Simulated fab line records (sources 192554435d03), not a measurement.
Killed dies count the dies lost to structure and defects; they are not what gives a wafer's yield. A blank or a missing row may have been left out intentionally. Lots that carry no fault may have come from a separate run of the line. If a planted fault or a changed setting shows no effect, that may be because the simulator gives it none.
Matching of chambers / flow n5Finfet / 4 sister chambers for N5_GATE_CUT_CMP_02 on cmp-01
The step polishes, stops on SiO2, t overpolish 12.7 s, target thk 0 nm. 8 wafers are shown with their chamber, then 7 later ones without.

## WAFERS PAIRED WITH THEIR CHAMBERS
wafer=L616.5; chamber=0; timeToEndpointS (s)=23.2; motorCurrentA (A)=8.9
wafer=L617.2; chamber=3; timeToEndpointS (s)=20.3; motorCurrentA (A)=8.5
wafer=L617.5; chamber=2; timeToEndpointS (s)=25.7; motorCurrentA (A)=8.8
wafer=L619.1; chamber=0; timeToEndpointS (s)=24.4; motorCurrentA (A)=9.2
wafer=L619.3; chamber=1; timeToEndpointS (s)=22.5; motorCurrentA (A)=8.8
wafer=L619.4; chamber=2; timeToEndpointS (s)=29.0; motorCurrentA (A)=8.8
wafer=L624.1; chamber=3; timeToEndpointS (s)=20.2; motorCurrentA (A)=8.4
wafer=L624.2; chamber=1; timeToEndpointS (s)=21.8; motorCurrentA (A)=8.9

## WAFERS MISSING THEIR CHAMBER
wafer=L624.6; timeToEndpointS (s)=22.0; motorCurrentA (A)=8.5
wafer=L625.2; timeToEndpointS (s)=28.4; motorCurrentA (A)=9.1
wafer=L625.4; timeToEndpointS (s)=22.9; motorCurrentA (A)=8.8
wafer=L625.6; timeToEndpointS (s)=28.6; motorCurrentA (A)=8.7
wafer=L629.2; timeToEndpointS (s)=24.9; motorCurrentA (A)=8.2
wafer=L629.3; timeToEndpointS (s)=27.0; motorCurrentA (A)=8.7
wafer=L629.5; timeToEndpointS (s)=24.2; motorCurrentA (A)=8.4

## WHICH CHAMBER EACH WENT THROUGH
wafer=L624.6; from the rows above=can't be placed: 3 or 1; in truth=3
wafer=L625.2; from the rows above=can't be placed: 2 or 0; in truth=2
wafer=L625.4; from the rows above=can't be placed: 1 or 0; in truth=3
wafer=L625.6; from the rows above=2; in truth=2
wafer=L629.2; from the rows above=can't be placed: 3 or 2 or 1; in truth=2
wafer=L629.3; from the rows above=2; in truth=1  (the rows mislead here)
wafer=L629.5; from the rows above=can't be placed: 3 or 1 or 2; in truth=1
Placed correctly: 1 of 7. From these rows, 5 cannot be placed; in 4 the true chamber is one of the candidates. 1 placed wrongly.
How it was worked out, from the rows above alone: a wafer's distance from a chamber is the root of the sum, over the readings, of the square of ((its reading less the chamber's mean) divided by the reading's scatter). The wafer belongs to the nearest chamber; if the next one is less than 2 further off, it can't be placed. A chamber's mean is the mean of its shown wafers. The scatter: the root of (the sum of the squares of (reading less its chamber's mean) over the shown wafers, divided by (wafers less chambers)).
